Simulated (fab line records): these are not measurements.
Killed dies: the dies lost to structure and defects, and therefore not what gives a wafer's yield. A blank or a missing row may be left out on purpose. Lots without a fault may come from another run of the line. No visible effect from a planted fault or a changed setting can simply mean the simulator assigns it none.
Matching of chambers | flow n5Finfet | 4 sister chambers for N5_SDB_ALD_29 on aldSin-02
The step deposits SiNx, target thk 30 nm, pulse time 1 s, ald cycles 600. 18 wafers are shown with their chamber, then 9 later ones without.

## WAFERS PAIRED WITH THEIR CHAMBERS
wafer  | chamber | heaterPowerW (W) | precursorPulseHeightRel
L074.2 | 1       | 857              | 1.015
L074.3 | 3       | 844              | 1.011
L074.6 | 2       | 847              | 1.020
L075.3 | 0       | 893              | 0.991
L075.4 | 3       | 810              | 0.998
L075.5 | 3       | 830              | 1.007
L080.1 | 2       | 807              | 1.010
L080.2 | 1       | 898              | 1.035
L080.6 | 0       | 829              | 1.007
L086.1 | 0       | 863              | 0.978
L086.4 | 2       | 777              | 1.008
L086.5 | 1       | 883              | 1.005
L088.1 | 0       | 866              | 1.019
L088.2 | 1       | 907              | 1.001
L088.4 | 3       | 813              | 1.031
L089.2 | 1       | 907              | 0.976
L089.4 | 2       | 776              | 0.995
L089.5 | 1       | 898              | 0.984

SIGNATURES, as means of the wafers listed above
reading                 | chamber 0 | chamber 1 | chamber 2 | chamber 3 | scatter within a chamber
heaterPowerW            | 862.75    | 891.67    | 801.75    | 824.25    | 23.9
precursorPulseHeightRel | 0.99875   | 1.00267   | 1.00825   | 1.01175   | 0.0172
Rule: for a wafer and a chamber, the distance is found by dividing, reading by reading, the gap between the wafer's reading and the chamber's mean by the reading's scatter, squaring, summing and taking the root. If the next closest chamber is less than 2 further off than the closest, the wafer can't be placed; otherwise it belongs to the closest. The scatter: the root of (the sum of the squares of (reading less its chamber's mean) over the shown wafers, divided by (wafers less chambers)).

## WAFERS WITHOUT THEIR CHAMBER
wafer  | heaterPowerW (W) | precursorPulseHeightRel
L090.1 | 873              | 1.038
L090.4 | 797              | 0.981
L090.6 | 796              | 0.996
L092.3 | 904              | 1.020
L092.5 | 890              | 0.962
L092.6 | 887              | 1.011
L094.2 | 807              | 0.979
L094.4 | 868              | 1.029
L094.5 | 781              | 1.010

## CHAMBER TAKEN BY EACH
wafer  | from the rows above               | in truth
L090.1 | can't be placed: 1 or 0 or 3 or 2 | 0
L090.4 | can't be placed: 2 or 3 or 0      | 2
L090.6 | can't be placed: 2 or 3           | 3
L092.3 | can't be placed: 1 or 0           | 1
L092.5 | can't be placed: 1 or 0 or 3      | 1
L092.6 | can't be placed: 1 or 0           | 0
L094.2 | can't be placed: 2 or 3 or 0      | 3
L094.4 | can't be placed: 0 or 1 or 3 or 2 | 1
L094.5 | can't be placed: 2 or 3           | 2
Correct placement for 0 of the 9. From these rows, 9 cannot be placed; in 9 the true chamber is one of the candidates. Number placed wrongly: 0.
